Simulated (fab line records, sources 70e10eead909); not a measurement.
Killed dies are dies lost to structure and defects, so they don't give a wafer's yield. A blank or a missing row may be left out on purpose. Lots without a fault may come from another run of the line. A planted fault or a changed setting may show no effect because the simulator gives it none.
fab line records | flow nand_harc
record lots=13 wafers=39 last_day=33
route steps=1302 shown A_CHANNEL_FILL_D2@620 END@1302
lots that met no fault: from a run of the same line without faults
start_h: hours from the record's first day to the start of the lot's first wafer shown | wait_h: hours since the lot's step before | " the same as in the row above | L1.1+2: a row that stands for several wafers | - no value, or no start given | * or withheld: withheld | < > ~ a bound
route shown NAME@n: a module of which the file shows steps, and the number in the route of the first | usual: mean/standard deviation of fault-free wafers | same: alike in all rows | chamber/n: place in a boat | sites: the reading at each site | _std_site: their standard deviation | _edge_site: outer sites' mean less inner sites' | radius_mm: how far each site lies from the wafer's centre | mask NAME#n: copy n | behind: the tool/chamber that last shaped the wafer | hold: why the lot was held/for how many hours/how that ended | device: the transistor (n, p or np) that didn't switch | end of line: the same wafers' tests at the end of the route | a step without rows: its recipe alone | killed: dies lost to structure and defects at the first sort, not the wafer's yield | map: a wafer's dies, x killed, . not, _ none there
set.NAME: the setting as run; set.NAME@STEP: as run at that earlier step | model.NAME: the simulator's own value behind a step, which no gauge read
steps of the route over a sample of lots; a table a step, a row a wafer
services: from which hour (start_h, from the record's first day; less than 0 if before it) a tool's chamber was out of use, for how many hours, and why
## steps
# step NHARC_A_CHANNEL_FILL_D2_ETCHBACK_20
# recipe target_depth_a=270 time_s=13.5 c4f8_flow_sccm=withheld o2_flow_sccm=8 ar_flow_sccm=withheld rf_w=600 bias_w=1500 chemistry=C4F8/O2/Ar
# usual oes_product_au=0.996/0.011 rf_vpp_V=978/5.4
# columns lot.wafer tool chamber start_h wait_h oes_product_au rf_hours_counter_h rf_vpp_V
L969.3 rie_diel-05 2 330.05 - 0.989 2 971
L969.1 " 3 " " 1.001 2 990
L969.5 " 3 " " 1.007 - 988
L970.1 rie_diel-03 0 337.70 - 0.992 8 972
L970.4 " 1 " " 0.995 7 984
L970.5 " 0 " " 0.999 - 972
L972.4 rie_diel-05 1 351.21 - 1.013 3 976
L972.6 " 1 " " 1.011 - 976
L972.5 " 2 " " 0.994 - 972
L973.1 rie_diel-03 2 360.59 - 1.011 13 981
L973.3 " 0 " " 0.984 15 973
L973.6 " 2 " " 1.006 - 981
L975.2 rie_diel-12 2 374.91 - 1.008 4 972
L975.3 " 0 " " 0.999 3 975
L975.1 " 1 " " 0.989 3 977
L976.2 rie_diel-12 1 393.29 - 0.998 4 977
L976.4 " 2 " " 1.009 4 971
L976.5 " 1 " " 1.000 - 977
L977.2 rie_diel-03 2 409.68 - 0.998 22 982
L977.5 " 3 " " 1.000 - 984
L977.6 " 0 " " 0.999 - 973
L978.2 rie_diel-05 3 429.59 - 1.007 0 987
L978.1 " 0 " " 1.002 0 982
L978.5 " 0 " " 1.001 - 982
L979.4 rie_diel-12 2 434.65 - 0.975 6 971
L979.3 " 0 " " 0.997 5 975
L979.5 " 3 " " 0.988 - 983
L981.1 rie_diel-12 0 439.81 - 0.997 5 975
L981.3 " 1 " " 1.000 5 977
L981.4 " 3 " " 1.007 4 985
L991.4 rie_diel-12 3 539.38 - 0.994 2 983
L991.1 " 0 " " 1.013 3 974
L991.3 " 2 " " 0.982 2 971
L990.4 rie_diel-03 0 539.41 - 0.987 9 973
L990.2 " 2 " " 1.008 17 980
L990.5 " 1 " " 0.987 - 983
L992.4 rie_diel-12 0 561.17 - 1.004 3 975
L992.2 " 1 " " 0.979 3 976
L992.6 " 3 " " 0.991 - 983
# step NHARC_A_CHANNEL_FILL_D2_THK_MEAS_06
# recipe thk_meas_gauge=ellipsometry
# usual thk_nm=5.0/0.95
# columns lot.wafer tool chamber start_h wait_h thk_nm
L969.1 film_metro-02 - 341.99 0.4 4.9
L969.3 " - " " 4.3
L969.5 " - " " 6.4
L970.1 film_metro-01 - 350.51 0.4 4.1
L970.4 " - " " 4.4
L970.5 " - " " 4.2
L972.4 film_metro-01 - 364.25 0.4 4.6
L972.5 " - " " 4.4
L972.6 " - " " 3.7
L973.1 film_metro-01 - 372.35 0.4 4.9
L973.3 " - " " 5.1
L973.6 " - " " 4.6
L975.1 film_metro-01 - 387.14 0.4 5.1
L975.2 " - " " 3.4
L975.3 " - " " 6.0
L976.2 film_metro-01 - 407.41 0.4 4.3
L976.4 " - " " 3.1
L976.5 " - " " 5.4
L977.2 film_metro-01 - 421.04 0.4 5.0
L977.5 " - " " 3.3
L977.6 " - " " 4.4
L978.1 film_metro-01 - 441.31 0.4 5.0
L978.2 " - " " 4.9
L978.5 " - " " 5.4
L979.3 film_metro-02 - 447.43 0.4 4.6
L979.4 " - " " 5.8
L979.5 " - " " 4.4
L981.1 film_metro-01 - 451.60 0.4 4.0
L981.3 " - " " 6.5
L981.4 " - " " 4.4
L991.1 film_metro-01 - 552.82 0.4 6.3
L991.3 " - " " 3.4
L991.4 " - " " 4.1
L990.2 film_metro-02 - 552.82 0.4 5.4
L990.4 " - " " 6.4
L990.5 " - " " 4.1
L992.2 film_metro-01 - 573.00 0.4 6.0
L992.4 " - " " 4.7
L992.6 " - " " 3.3
# step NHARC_A_CHANNEL_FILL_D2_ALD_25
# recipe target_thk_a=600 pulse_time_s=10 ald_cycles=600 temp_c=300 material=SiOx
# usual ald_cycles=600/0 heater_power_w=475/38 precursor_pulse_height_rel=0.995/0.021
# columns lot.wafer tool chamber start_h wait_h ald_cycles heater_power_w precursor_pulse_height_rel
L969.3 ald_hk-01 2 342.67 0.7 600 476 0.999
L969.1 " 0 343.93 1.9 600 442 0.976
L969.5 " 2 345.18 3.2 600 456 0.970
L970.1 ald_hk-01 3 350.57 0.1 600 527 1.003
L970.4 " 2 352.40 1.9 600 465 1.001
L970.5 " 3 " " 600 509 0.976
L972.4 ald_hk-01 1 364.91 0.7 600 468 1.011
L972.5 " 0 366.74 2.5 600 441 0.995
L972.6 " 1 " " 600 459 1.016
L973.3 ald_hk-02 0 372.40 0.0 600 522 0.942
L973.1 " 2 373.65 1.3 600 517 1.023
L973.6 " 0 374.89 2.5 600 519 0.999
L975.3 ald_hk-01 3 387.20 0.1 600 509 1.027
L975.1 " 0 " " 600 449 1.030
L975.2 " 2 389.04 1.9 600 474 1.006
L976.4 ald_hk-01 1 407.46 0.1 600 450 1.003
L976.2 " 0 409.30 1.9 600 449 1.021
L976.5 " 1 " " 600 464 0.999
L977.2 ald_hk-01 3 421.09 0.1 600 528 1.032
L977.6 " 3 423.56 2.5 600 509 0.995
L977.5 " 0 " " 600 448 0.977
L978.1 ald_hk-02 1 442.59 1.3 600 433 1.009
L978.2 " 2 " " 600 512 0.977
L978.5 " 0 444.44 3.1 600 533 1.017
L979.4 ald_hk-01 1 447.49 0.1 600 478 0.945
L979.3 " 2 448.71 1.3 600 471 0.997
L979.5 " 1 452.39 5.0 600 470 0.965
L981.1 ald_hk-02 3 451.65 0.1 622 407 0.996
L981.3 " 0 " " 600 520 1.002
L981.4 " 2 453.50 1.9 600 526 0.981
L990.2 ald_hk-01 0 552.88 0.1 600 460 0.999
L990.4 " 2 554.08 1.3 600 430 1.007
L990.5 " 1 555.89 3.1 600 465 0.983
L991.4 ald_hk-04 3 552.88 0.1 600 454 1.002
L991.1 " 0 " " 600 459 1.010
L991.3 " 2 554.68 1.9 600 530 0.997
L992.4 ald_hk-04 0 574.07 1.1 600 479 0.993
L992.2 " 2 575.29 2.3 600 526 0.995
L992.6 " 3 " " 600 449 0.952
# step NHARC_A_CHANNEL_FILL_D2_RTA_24
# recipe temp_c=1000 time_s=5
# usual lamp_power_pct=30.0/2.9 lamp_zone_2_pct=30.0/2.9 lamp_zone_7_pct=31/3 wafer_temp_C_max=1004.9/0.94
# columns lot.wafer tool chamber start_h wait_h lamp_power_pct lamp_zone_2_pct lamp_zone_7_pct wafer_temp_C_max
L969.1 rtp_anneal-01 0 354.00 0.0 33.7 33.8 34 1005.1
L969.3 " 0 " " 33.8 33.8 34 1004.9
L969.5 " 0 " " 33.8 33.8 34 1004.6
L970.1 rtp_anneal-02 0 362.40 0.0 27.7 27.7 28 1003.8
L970.4 " 0 " " 27.8 27.8 28 1004.8
L970.5 " 0 " " 27.8 27.8 28 1004.7
L972.4 rtp_anneal-02 0 376.41 0.3 27.8 27.8 28 1005.4
L972.5 " 0 " " 27.7 27.8 28 1006.1
L972.6 " 0 " " 27.8 27.7 28 1005.0
L973.1 rtp_anneal-01 0 384.12 0.0 33.9 33.8 34 1004.3
L973.3 " 0 " " 33.8 33.8 34 1004.5
L973.6 " 0 " " 33.9 33.8 34 1003.0
L975.1 rtp_anneal-02 0 398.94 0.0 27.7 27.7 28 1005.2
L975.2 " 0 " " 27.7 27.7 28 1004.6
L975.3 " 0 " " 27.7 27.7 28 1004.8
L976.2 rtp_anneal-02 0 419.76 0.1 27.7 27.7 28 1005.9
L976.4 " 0 " " 27.8 27.7 28 1004.6
L976.5 " 0 " " 27.7 27.7 28 1004.1
L977.2 rtp_anneal-02 0 432.84 0.1 27.7 27.7 28 1005.4
L977.5 " 0 " " 27.7 27.7 28 1005.8
L977.6 " 0 " " 27.7 27.7 28 1004.5
L978.1 rtp_anneal-02 0 453.04 0.0 27.8 27.7 28 1005.0
L978.2 " 0 " " 27.7 27.8 28 1005.3
L978.5 " 0 " " 27.8 27.7 28 1005.8
L981.1 rtp_anneal-02 0 462.93 0.0 27.8 27.8 28 1005.5
L981.3 " 0 " " 27.8 27.8 28 1005.7
L981.4 " 0 " " 27.8 27.8 28 1004.7
L979.3 rtp_anneal-01 0 462.98 0.1 33.8 33.8 34 1005.1
L979.4 " 0 " " 33.9 33.9 34 1005.2
L979.5 " 0 " " 33.9 33.9 34 1006.1
L991.1 rtp_anneal-02 0 564.49 0.0 27.7 27.8 28 1004.6
L991.3 " 0 " " 27.7 27.8 28 1003.8
L991.4 " 0 " " 27.7 27.8 28 1004.3
L990.2 rtp_anneal-01 0 564.52 0.1 33.8 33.8 34 1003.7
L990.4 " 0 " " 33.8 33.8 34 1005.0
L990.5 " 0 " " 33.9 33.9 34 1005.5
L992.2 rtp_anneal-02 0 585.15 0.1 27.8 27.7 28 1003.8
L992.4 " 0 " " 27.8 27.7 28 1004.6
L992.6 " 0 " " 27.8 27.8 28 1004.9
# step NHARC_END_SORT_01
# recipe temp_c=25
# usual killed_at_array=63/17 killed_at_other=0.8/1.1 killed_at_periphery=3.5/3 killed_dies=67/17 killed_open=3.1/1.6 killed_short=2.6/1.4
# same gross_dies=677
# columns lot.wafer tool chamber start_h wait_h killed_at_array killed_at_other killed_at_periphery killed_dies killed_open killed_short
L970.1 prober-02 0 572.85 2.5 74 0 1 75 1 3
L970.4 prober-02 0 575.25 3.4 68 0 3 71 3 2
L970.5 prober-02 0 576.05 3.7 69 0 6 75 1 4
L972.4 prober-01 0 582.95 3.4 85 0 1 86 2 0
L972.5 prober-01 0 583.74 3.7 74 0 3 77 3 2
L972.6 prober-01 0 584.54 4.0 69 0 3 72 2 4
L976.2 prober-01 0 629.69 2.8 70 1 3 74 6 2
L976.4 prober-01 0 631.32 3.5 51 0 3 54 6 0
L976.5 prober-01 0 632.14 3.8 50 0 0 50 1 1
L977.2 prober-02 0 651.21 2.8 81 1 7 89 3 3
L977.5 prober-02 0 653.63 3.7 87 1 2 90 1 1
L977.6 prober-02 0 654.43 4.0 78 0 4 82 3 1
L979.3 prober-01 0 673.05 3.1 40 0 0 40 3 2
L979.4 prober-01 0 673.84 3.4 30 1 1 32 3 2
L979.5 prober-01 0 674.64 3.7 46 2 2 50 2 1
L981.1 prober-02 0 675.75 2.5 49 0 3 52 2 2
L981.3 prober-02 0 677.33 3.1 35 0 7 42 4 3
L981.4 prober-02 0 678.12 3.4 50 2 8 60 5 2
# killed by level:class
L970.1 A_CHANNEL_HOLE_D1:chamber_film_flake=32 A_SLIT:chamber_film_flake=25 A_CHANNEL_HOLE_D2:chamber_film_flake=5 A_STAIRCASE:chamber_film_flake=3 A_M1:chamber_film_flake=3 A_DECK1_JOINT:chamber_film_flake=2 P_GATE:geometric_particle:short=1 A_SLIT:geometric_particle:short=1
L970.4 A_CHANNEL_HOLE_D1:chamber_film_flake=26 A_SLIT:chamber_film_flake=24 A_CHANNEL_HOLE_D2:chamber_film_flake=6 A_CONTACT:chamber_film_flake=4 A_M1:chamber_film_flake=3 A_STAIRCASE:chamber_film_flake=2 P_M0:geometric_particle:open=1 P_M2:geometric_particle:open=1
L970.5 A_CHANNEL_HOLE_D1:chamber_film_flake=26 A_SLIT:chamber_film_flake=20 A_CHANNEL_HOLE_D2:chamber_film_flake=8 A_STAIRCASE:chamber_film_flake=5 P_M0:chamber_film_flake=3 A_BLC:chamber_film_flake=3 A_ONON_D2:geometric_particle:short=2 A_M1:chamber_film_flake=2
L972.4 A_CHANNEL_HOLE_D2:chamber_film_flake=33 A_SLIT:chamber_film_flake=28 A_STAIRCASE:chamber_film_flake=6 A_CONTACT:unspecified=5 A_CHANNEL_HOLE_D1:chamber_film_flake=4 A_CONTACT:chamber_film_flake=3 A_M1:chamber_film_flake=2 A_SOURCE_PLATE:geometric_particle:open=1
L972.5 A_CHANNEL_HOLE_D2:chamber_film_flake=33 A_SLIT:chamber_film_flake=20 A_STAIRCASE:chamber_film_flake=6 A_CONTACT:unspecified=4 A_CONTACT:chamber_film_flake=3 A_CHANNEL_HOLE_D1:chamber_film_flake=2 A_M1:chamber_film_flake=2 P_CONTACT:geometric_particle:open=1
L972.6 A_CHANNEL_HOLE_D2:chamber_film_flake=32 A_SLIT:chamber_film_flake=21 A_STAIRCASE:chamber_film_flake=5 A_ONON_D1:geometric_particle:short=2 A_WL_FILL:chamber_film_flake=2 P_GATE:geometric_particle:open=1 A_CHANNEL_FILL_D1:geometric_particle:short=1 A_CHANNEL_FILL_D1:geometric_particle:open=1
L976.2 A_CHANNEL_HOLE_D2:chamber_film_flake=44 A_CONTACT:chamber_film_flake=8 A_WL_FILL:chamber_film_flake=5 A_CHANNEL_HOLE_D1:chamber_film_flake=4 A_BONDPAD:chamber_film_flake=2 P_GATE:geometric_particle:open=1 P_M1:geometric_particle:open=1 A_SGD_CUT:geometric_particle:short=1
L976.4 A_CHANNEL_HOLE_D2:chamber_film_flake=34 A_CONTACT:chamber_film_flake=3 A_M0:geometric_particle:open=2 A_SGD_CUT:chamber_film_flake=2 P_CONTACT:geometric_particle:open=1 A_ONON_D1:geometric_particle:open=1 A_CHANNEL_FILL_D2:geometric_particle:open=1 A_SGD_CUT:geometric_particle:open=1
L976.5 A_CHANNEL_HOLE_D2:chamber_film_flake=35 A_CHANNEL_HOLE_D1:chamber_film_flake=5 A_BONDPAD:chamber_film_flake=3 A_STAIRCASE:chamber_film_flake=2 A_WL_FILL:chamber_film_flake=2 A_ONON_D2:geometric_particle:open=1 A_CHANNEL_FILL_D2:geometric_particle:short=1 A_M1:chamber_film_flake=1
L977.2 A_SLIT:chamber_film_flake=33 A_CHANNEL_HOLE_D1:chamber_film_flake=30 A_CHANNEL_HOLE_D2:chamber_film_flake=11 P_M0:chamber_film_flake=7 A_ONON_D2:geometric_particle:open=2 A_SOURCE_PLATE:geometric_particle:open=1 A_DECK1_JOINT:geometric_particle:short=1 A_ONON_D2:geometric_particle:short=1
L977.5 A_SLIT:chamber_film_flake=36 A_CHANNEL_HOLE_D1:chamber_film_flake=32 A_CHANNEL_HOLE_D2:chamber_film_flake=10 P_M0:chamber_film_flake=2 A_CHANNEL_FILL_D2:chamber_film_flake=2 A_SGD_CUT:chamber_film_flake=2 A_WL_FILL:geometric_particle:short=1 A_M0:geometric_particle:open=1
L977.6 A_CHANNEL_HOLE_D1:chamber_film_flake=32 A_SLIT:chamber_film_flake=25 A_CHANNEL_HOLE_D2:chamber_film_flake=13 A_CONTACT:chamber_film_flake=3 P_M0:chamber_film_flake=2 A_SGD_CUT:chamber_film_flake=2 P_M0:geometric_particle:open=1 A_CHANNEL_FILL_D1:geometric_particle:open=1
L979.3 A_CHANNEL_HOLE_D2:chamber_film_flake=17 A_CHANNEL_HOLE_D1:chamber_film_flake=6 A_STAIRCASE:chamber_film_flake=5 A_SLIT:chamber_film_flake=3 A_CONTACT:chamber_film_flake=2 A_CHANNEL_FILL_D1:geometric_particle:short=1 A_ONON_D2:geometric_particle:open=1 A_ONON_D2:geometric_particle:short=1
L979.4 A_CHANNEL_HOLE_D2:chamber_film_flake=17 A_CHANNEL_HOLE_D1:chamber_film_flake=2 A_STAIRCASE:chamber_film_flake=2 A_SLIT:chamber_film_flake=2 P_CONTACT:geometric_particle:open=1 A_SOURCE_PLATE:geometric_particle:open=1 A_CHANNEL_FILL_D1:geometric_particle:short=1 A_CHANNEL_FILL_D2:geometric_particle:short=1
L979.5 A_CHANNEL_HOLE_D2:chamber_film_flake=22 A_CHANNEL_FILL_D2:chamber_film_flake=5 A_CHANNEL_HOLE_D1:chamber_film_flake=4 A_SLIT:chamber_film_flake=4 A_CONTACT:chamber_film_flake=3 A_ZERO_WELL:chamber_film_flake=2 A_CHANNEL_FILL_D1:chamber_film_flake=2 THIN_TSV:chamber_film_flake=2
L981.1 A_CHANNEL_HOLE_D2:chamber_film_flake=19 A_CHANNEL_HOLE_D1:chamber_film_flake=10 A_CONTACT:chamber_film_flake=7 A_WL_FILL:chamber_film_flake=3 P_ZERO_WELL:chamber_film_flake=2 A_STAIRCASE:chamber_film_flake=2 A_M1:chamber_film_flake=2 A_DECK1_JOINT:geometric_particle:open=1
L981.3 A_CHANNEL_HOLE_D2:chamber_film_flake=19 P_GATE:chamber_film_flake=3 A_CHANNEL_HOLE_D1:chamber_film_flake=3 A_DECK1_JOINT:geometric_particle:short=2 P_ZERO_WELL:chamber_film_flake=2 A_SLIT:chamber_film_flake=2 A_M1:chamber_film_flake=2 P_CONTACT:geometric_particle:open=1
L981.4 A_CHANNEL_HOLE_D2:chamber_film_flake=20 A_CHANNEL_HOLE_D1:chamber_film_flake=9 P_GATE:chamber_film_flake=5 A_CONTACT:chamber_film_flake=4 P_ZERO_WELL:chamber_film_flake=3 A_CHANNEL_FILL_D1:chamber_film_flake=3 A_ONON_D1:geometric_particle:open=2 A_STAIRCASE:chamber_film_flake=2
## services
# columns tool chamber start_h hours kind
rie_diel-12 1 324.50 12.4 repair
rie_diel-12 - 339.68 0.1 repair
ald_hk-02 - 350.84 10.0 pm
ald_hk-01 - 371.88 1.0 repair
rtp_anneal-01 - 372.00 12.0 pm
rie_diel-12 3 395.09 30.6 repair
rie_diel-12 0 398.07 16.8 repair
rie_diel-05 1 399.25 2.2 repair
rie_diel-12 - 400.19 2.7 repair
rie_diel-05 - 406.69 9.0 pm
rie_diel-03 3 429.10 11.7 repair
rie_diel-03 0 438.70 63.0 repair
ald_hk-04 - 439.43 10.0 pm
rie_diel-12 - 445.40 9.0 pm
rie_diel-03 - 458.35 9.0 pm
ald_hk-01 - 474.00 10.0 pm
ald_hk-01 0 474.00 10.0 vent_cycle
ald_hk-01 1 474.00 10.0 vent_cycle
ald_hk-01 2 474.00 10.0 vent_cycle
rie_diel-05 1 497.84 1.8 repair
ald_hk-01 - 522.05 0.8 repair
ald_hk-02 - 528.84 10.0 pm
rie_diel-03 3 568.11 2.7 repair
rie_diel-05 - 583.69 9.0 pm
## key
first_sign step=NHARC_A_CHANNEL_FILL_D2_ALD_25 reading=ald_cycles direction=up sigmas=99+ usual=600 struck=622
effect none on later readings
met_at NHARC_A_CHANNEL_FILL_D2_ALD_25
struck_lots L981
struck_wafers L981.1
tester_left_out L981
not_acting_at NHARC_A_CHANNEL_FILL_D2_ETCHBACK_20,NHARC_A_CHANNEL_FILL_D2_THK_MEAS_06,NHARC_A_CHANNEL_FILL_D2_RTA_24
fault kind=process_parameter_drift tool=ald_hk-02 chamber=3 onset_h=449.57 steps=NHARC_A_CHANNEL_FILL_D2_ALD_25 channel=ald_cycles offset=22 shape=step end_h=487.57 acts_in=these_recipes_only stated=600
# tester_left_out: of these lots the tester's yield and bins aren't shown, on N5 and GAA mostly nor the transistor test; their killed dies are dies lost to structure and defects alone, not to doping, threshold or leakage, so they don't give the yield
